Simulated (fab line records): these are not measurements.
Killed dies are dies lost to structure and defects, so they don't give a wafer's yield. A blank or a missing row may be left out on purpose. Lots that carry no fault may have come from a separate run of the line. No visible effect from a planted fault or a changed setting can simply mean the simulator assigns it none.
Matching of chambers || flow n5_finfet || N5_FIN_SAQP_SPACER2_ETCHBACK_29 on rie_diel-01: 4 sister chambers
The step etches SiO2 in CHF3/O2, target depth 12.2 nm, time 6.1 s. 8 wafers are shown with their chamber, then 7 later ones without.

## WAFERS, EACH WITH ITS CHAMBER
{"wafer": "L076.3", "chamber": 0, "drypump_motor_current_A (A)": 5.8, "rf_vpp_V (V)": 520}
{"wafer": "L086.5", "chamber": 3, "drypump_motor_current_A (A)": 6.0, "rf_vpp_V (V)": 530}
{"wafer": "L086.6", "chamber": 0, "drypump_motor_current_A (A)": 5.8, "rf_vpp_V (V)": 519}
{"wafer": "L087.1", "chamber": 1, "drypump_motor_current_A (A)": 6.0, "rf_vpp_V (V)": 536}
{"wafer": "L087.2", "chamber": 2, "drypump_motor_current_A (A)": 5.4, "rf_vpp_V (V)": 514}
{"wafer": "L087.5", "chamber": 3, "drypump_motor_current_A (A)": 6.0, "rf_vpp_V (V)": 530}
{"wafer": "L088.1", "chamber": 2, "drypump_motor_current_A (A)": 5.4, "rf_vpp_V (V)": 512}
{"wafer": "L088.2", "chamber": 1, "drypump_motor_current_A (A)": 5.9, "rf_vpp_V (V)": 537}

## WAFERS WITH NO CHAMBER GIVEN
{"wafer": "L088.4", "drypump_motor_current_A (A)": 6.0, "rf_vpp_V (V)": 536}
{"wafer": "L091.3", "drypump_motor_current_A (A)": 6.0, "rf_vpp_V (V)": 537}
{"wafer": "L091.5", "drypump_motor_current_A (A)": 6.0, "rf_vpp_V (V)": 535}
{"wafer": "L091.6", "drypump_motor_current_A (A)": 5.8, "rf_vpp_V (V)": 519}
{"wafer": "L096.1", "drypump_motor_current_A (A)": 5.8, "rf_vpp_V (V)": 518}
{"wafer": "L096.5", "drypump_motor_current_A (A)": 5.8, "rf_vpp_V (V)": 519}
{"wafer": "L096.6", "drypump_motor_current_A (A)": 6.0, "rf_vpp_V (V)": 536}

## WHICH CHAMBER EACH ONE RAN IN
{"wafer": "L088.4", "from the rows above": 1, "in truth": 1}
{"wafer": "L091.3", "from the rows above": 1, "in truth": 1}
{"wafer": "L091.5", "from the rows above": 1, "in truth": 1}
{"wafer": "L091.6", "from the rows above": 0, "in truth": 0}
{"wafer": "L096.1", "from the rows above": 0, "in truth": 0}
{"wafer": "L096.5", "from the rows above": 0, "in truth": 0}
{"wafer": "L096.6", "from the rows above": 1, "in truth": 1}
Placed correctly: 7 of 7. Left unplaced by these rows: 0. 0 placed wrongly.
How it was worked out, from the rows above alone: a wafer's distance from a chamber is the root of the sum, over the readings, of the square of ((its reading less the chamber's mean) divided by the reading's scatter). If the next closest chamber is less than 2 further off than the closest, the wafer can't be placed; otherwise it belongs to the closest. For every chamber, the mean is computed from those of its wafers that are shown. The scatter: take each reading less its chamber's mean, square it, sum over the shown wafers, divide by the number of wafers less the number of chambers, and take the root.
